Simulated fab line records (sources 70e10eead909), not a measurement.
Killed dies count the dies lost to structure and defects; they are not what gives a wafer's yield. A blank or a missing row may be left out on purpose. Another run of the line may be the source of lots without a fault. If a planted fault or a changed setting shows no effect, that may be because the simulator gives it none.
Matching of chambers / flow nand harc / NHARC_A_CHANNEL_FILL_D1_ALD_14 on ald hk-04 has 4 sister chambers
The step deposits SiO2, target thk 2.5 nm, pulse time 10 s, ald cycles 25. 4 wafers are shown with their chamber, then 8 later ones without.

## EACH WAFER AND ITS CHAMBER
wafer=L701.5; chamber=2; heater power w (W)=465
wafer=L702.5; chamber=0; heater power w (W)=429
wafer=L702.6; chamber=3; heater power w (W)=480
wafer=L704.2; chamber=1; heater power w (W)=547

## WAFERS MISSING THEIR CHAMBER
wafer=L704.3; heater power w (W)=428
wafer=L704.4; heater power w (W)=473
wafer=L708.1; heater power w (W)=466
wafer=L708.3; heater power w (W)=471
wafer=L708.4; heater power w (W)=534
wafer=L709.2; heater power w (W)=440
wafer=L709.4; heater power w (W)=526
wafer=L709.6; heater power w (W)=537

## WHICH CHAMBER EACH WENT THROUGH
wafer=L704.3; from the rows above=0; in truth=0
wafer=L704.4; from the rows above=can't be placed: 3 or 2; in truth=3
wafer=L708.1; from the rows above=can't be placed: 2 or 3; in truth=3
wafer=L708.3; from the rows above=can't be placed: 2 or 3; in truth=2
wafer=L708.4; from the rows above=1; in truth=1
wafer=L709.2; from the rows above=can't be placed: 0 or 2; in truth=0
wafer=L709.4; from the rows above=1; in truth=1
wafer=L709.6; from the rows above=1; in truth=1
Placed correctly: 4 of 8. Cannot be placed on the basis of these rows: 4; the candidates contain the true chamber in 4. Wrongly placed: 0.
How it was worked out, from the rows above alone: a wafer's distance from a chamber is the root of the sum, over the readings, of the square of ((its reading less the chamber's mean) divided by the reading's scatter). The wafer belongs to the nearest chamber; if the next one is less than 2 further off, it can't be placed. The mean given for a chamber averages the wafers shown for that chamber. The scatter: root of mean squared gap, hidden wafer to nearest shown wafer, with one shown wafer a chamber.
